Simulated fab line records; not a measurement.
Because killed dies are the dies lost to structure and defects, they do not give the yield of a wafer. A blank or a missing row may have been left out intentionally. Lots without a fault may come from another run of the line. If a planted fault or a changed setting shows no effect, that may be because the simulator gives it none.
Chamber matching + flow n5Finfet + aldSin-02 running N5_MOL_CONTACT_COAG_ALD_131: 4 sister chambers
The step deposits SiO2, target thk 5 nm, pulse time 1 s, co reactant pulse time 1 s. 7 wafers are shown with their chamber, then 8 later ones without.

WAFERS WITH THEIR CHAMBER
| wafer  | chamber | heaterPowerW (W) | susceptorTempC (C) |
|--------|---------|------------------|--------------------|
| L078.5 | 0       | 78               | 100.01             |
| L083.3 | 2       | 66               | 100.01             |
| L083.4 | 3       | 73               | 99.86              |
| L083.6 | 3       | 72               | 99.79              |
| L089.4 | 2       | 66               | 99.95              |
| L089.6 | 1       | 89               | 100.04             |
| L093.2 | 1       | 88               | 99.87              |

WAFERS WITHOUT THEIR CHAMBER
| wafer  | heaterPowerW (W) | susceptorTempC (C) |
|--------|------------------|--------------------|
| L093.4 | 76               | 100.01             |
| L093.5 | 90               | 99.81              |
| L092.1 | 66               | 99.93              |
| L092.2 | 78               | 99.81              |
| L092.5 | 73               | 100.00             |
| L097.2 | 72               | 100.09             |
| L097.3 | 67               | 99.93              |
| L097.5 | 77               | 99.98              |

WHICH CHAMBER EACH ONE RAN IN
| wafer  | from the rows above | in truth |
|--------|---------------------|----------|
| L093.4 | 0                   | 0        |
| L093.5 | 1                   | 1        |
| L092.1 | 2                   | 2        |
| L092.2 | 0                   | 0        |
| L092.5 | 3                   | 3        |
| L097.2 | 3                   | 3        |
| L097.3 | 2                   | 2        |
| L097.5 | 0                   | 0        |
Correctly placed: 8 of 8. From these rows, 0 cannot be placed. Wrongly placed: 0.
How it was worked out, from the rows above alone: a wafer's distance from a chamber is the root of the sum, over the readings, of the square of ((its reading less the chamber's mean) divided by the reading's scatter). The wafer belongs to the nearest chamber; if the next one is less than 2 further off, it can't be placed. Each chamber's mean is taken over the wafers shown for it. The scatter: the root of (the sum of the squares of (reading less its chamber's mean) over the shown wafers, divided by (wafers less chambers)).
